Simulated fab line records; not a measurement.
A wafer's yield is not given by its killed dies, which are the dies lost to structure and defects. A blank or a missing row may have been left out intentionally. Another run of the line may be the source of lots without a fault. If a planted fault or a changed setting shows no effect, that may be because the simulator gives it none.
A struck lot beside a sound one    flow nand_harc    17 steps out of a route of 1159
Sound: these wafers, L993.1, L993.2, L993.4. Struck: wafer L110.4. (L110.2, L110.6 of the same lot were not struck and are left out.) The cause comes at the end.
At each step with rows: each side's tool, then ch and its chambers, then its first start. Under that, the readings that differ: sound wafers    struck wafers    difference of the means    sigmas: that difference in standard deviations of wafers without a fault.
alike: same words and numbers on both sides, and readings whose means sit less than 2 such deviations apart. not compared: any withheld reading, any reading some wafer has no value for, any bound like >300 that may hide the same value, and any number with overlapping values for which the record gives no deviation.
A row with sigmas, a row that says differs or no value, or rows on one side alone: a step with any of these is where the two part. Numbers that have no deviation but don't overlap get no sigmas and don't part them. A reading missing from all wafers of one side parts the sides only when that side holds two or more wafers.

NHARC_P_M1_INSPECT_11:
  struck on defect_inspect-01, day 10 23:16; sound on defect_inspect-01, day 7 04:31
  alike: raw_defect_count
NHARC_P_M1_DESCUM_14: chemistry O2, time 3 s.
  sound on rie_diel-08 ch 0,2,3, day 7 04:35; struck on rie_diel-05 ch 0, day 10 23:20
reading                 sound  struck  difference  sigmas
rf_hours_counter_h (h)  1 1 1  3       +2          
  alike: drypump_motor_current_A, o2_flow_sccm, oes_product_au, rf_vpp_V, showerhead_plenum_p_Torr, throttle_valve_pct
then, 2 steps without rows for these wafers: NHARC_P_M1_ETCH_35 (etches the open film in N2/H2, target depth 40 nm, overetch 12 nm, time 43.94 s); NHARC_P_M1_ETCH_15 (etches the open film in C4F8/Ar, target depth 182.5 nm, time 91.2 s).
NHARC_P_M1_CD_MEAS_16:
  struck on cd_sem-01, day 10 23:38; sound on cd_sem-02, day 7 04:53
  alike: cd_nm
then, 1 step without rows for these wafers: NHARC_P_M1_STRIP_18 (strips in N2/H2).
NHARC_P_M1_ETCH_28: etches the open film in CF4/N2, target depth 30 nm, time 72.99 s.
  sound on rie_diel-05 ch 0,1,3; struck on rie_diel-05 ch 1
reading                 sound   struck  difference  sigmas
rf_hours_counter_h (h)  11 9 9  3       -7          
  alike: drypump_motor_current_A, oes_product_au, rf_vpp_V, showerhead_plenum_p_Torr, throttle_valve_pct
then, 3 steps without rows for these wafers: NHARC_P_M1_STRIP_19 (strips in post etch residue remover, time 600 s); NHARC_P_M1_DEGAS_29 (time 60 s); NHARC_P_M1_PRE_CLEAN_30 (time 30 s).
NHARC_P_M1_PVD_20: deposits TaN, target thk 5 nm, time 8.06 s.
  sound on pvd_sputter-01; struck on pvd_sputter-01
  alike: cathode_dc_power_W, throttle_valve_pct
NHARC_P_M1_PVD_21: deposits Cu, target thk 30 nm, time 20.49 s.
  sound on pvd_sputter-01; struck on pvd_sputter-01
  alike: cathode_dc_power_W, throttle_valve_pct
NHARC_P_M1_ECD_22: material Cu, target thk 400 nm.
  sound on ecd_cu-02 ch 0,1, day 7 05:59; struck on ecd_cu-02 ch 0,1, day 11 00:43
NHARC_P_M1_ANNEAL_31: time 90 s.
  sound on rtp_anneal-01 ch 0, day 7 06:31; struck on rtp_anneal-02 ch 0, day 11 01:08
  alike: wafer_temp_C_max
NHARC_P_M1_CMP_23: polishes, t overpolish 20 s, target thk 157.82 nm.
  sound on cmp-03 ch 0,1,3, day 7 06:54; struck on cmp-02 ch 0, day 11 01:26
reading                 sound           struck  difference  sigmas
motor_current_A (A)     15.1 14.5 13.1  12.0    -2.2        -2
time_to_endpoint_s (s)  30.8 30.0 31.6  12.6    -18.2       -9
NHARC_P_M1_THK_MEAS_24: measures by xrf.
  struck on film_metro-01, day 11 01:45; sound on film_metro-01, day 7 07:11
  alike: thk_nm
next, for these wafers, 1 step has no rows: NHARC_END_SORT_01.

WHERE THEY PART
Within this record, at NHARC_P_M1_CMP_23 only. Later steps at which nothing parts them and some readings are alike: NHARC_P_M1_THK_MEAS_24.

WHY: what the simulator had put in
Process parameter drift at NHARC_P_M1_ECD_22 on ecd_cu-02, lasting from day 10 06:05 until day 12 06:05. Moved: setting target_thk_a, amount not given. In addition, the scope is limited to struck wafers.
